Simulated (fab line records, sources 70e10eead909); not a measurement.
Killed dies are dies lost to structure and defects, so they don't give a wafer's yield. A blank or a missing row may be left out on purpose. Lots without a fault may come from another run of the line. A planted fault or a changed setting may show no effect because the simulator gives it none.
Chamber matching | flow nand_harc | NHARC_P_GATE_DESCUM_48 on rie_diel-02: 4 sister chambers
The step chemistry O2, time 3 s. 4 wafers are shown with their chamber, then 9 later ones without.

WAFERS WITH THEIR CHAMBER
wafer  | chamber | showerhead_plenum_p_Torr (Torr)
L081.5 | 0       | 1.96
L081.6 | 1       | 1.94
L087.4 | 3       | 2.01
L087.5 | 2       | 1.84

WAFERS WITHOUT THEIR CHAMBER
wafer  | showerhead_plenum_p_Torr (Torr)
L088.1 | 2.01
L088.4 | 1.93
L088.5 | 1.96
L090.1 | 1.96
L090.5 | 1.84
L090.6 | 2.01
L095.1 | 1.84
L095.2 | 1.93
L095.5 | 1.84

WHICH CHAMBER EACH WENT THROUGH
wafer  | from the rows above | in truth
L088.1 | 3                   | 3
L088.4 | 1                   | 1
L088.5 | 0                   | 0
L090.1 | 0                   | 0
L090.5 | 2                   | 2
L090.6 | 3                   | 3
L095.1 | 2                   | 2
L095.2 | 1                   | 1
L095.5 | 2                   | 2
Placed correctly: 9 of 9. Can't be placed from these rows: 0. Placed wrongly: 0.
How it was worked out, from the rows above alone: a wafer's distance from a chamber is the root of the sum, over the readings, of the square of ((its reading less the chamber's mean) divided by the reading's scatter). The wafer belongs to the nearest chamber; if the next one is less than 2 further off, it can't be placed. A chamber's mean is the mean of its shown wafers. The scatter: with one shown wafer a chamber, the root of the mean of the squares of how far each hidden wafer lies from its nearest shown one.
